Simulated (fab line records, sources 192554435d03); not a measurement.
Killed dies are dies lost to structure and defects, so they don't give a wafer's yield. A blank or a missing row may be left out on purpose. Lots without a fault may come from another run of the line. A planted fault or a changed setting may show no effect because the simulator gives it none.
Chamber matching | flow n5_finfet | N5_SDB_DESCUM_16 on rie_diel-02: 4 sister chambers
The step chemistry O2, time 7.9 s. 4 wafers are shown with their chamber, then 10 later ones without.

WAFERS WITH THEIR CHAMBER
wafer  | chamber | drypump_motor_current_A (A)
L084.1 | 0       | 5.6
L084.2 | 3       | 4.9
L086.1 | 1       | 5.3
L086.3 | 2       | 5.0

WAFERS WITHOUT THEIR CHAMBER
wafer  | drypump_motor_current_A (A)
L086.4 | 4.9
L087.3 | 5.6
L087.5 | 5.0
L087.6 | 4.9
L089.1 | 5.3
L089.4 | 5.0
L089.6 | 4.9
L090.1 | 5.4
L090.2 | 4.9
L090.5 | 4.9

WHICH CHAMBER EACH WENT THROUGH
wafer  | from the rows above | in truth
L086.4 | 3                   | 3
L087.3 | 0                   | 0
L087.5 | 2                   | 2
L087.6 | 3                   | 3
L089.1 | 1                   | 1
L089.4 | 2                   | 2
L089.6 | 3                   | 3
L090.1 | 1                   | 1
L090.2 | 3                   | 3
L090.5 | 3                   | 3
Placed correctly: 10 of 10. Can't be placed from these rows: 0. Placed wrongly: 0.
How it was worked out, from the rows above alone: a wafer's distance from a chamber is the root of the sum, over the readings, of the square of ((its reading less the chamber's mean) divided by the reading's scatter). The wafer belongs to the nearest chamber; if the next one is less than 2 further off, it can't be placed. A chamber's mean is the mean of its shown wafers. The scatter: with one shown wafer a chamber, the root of the mean of the squares of how far each hidden wafer lies from its nearest shown one.
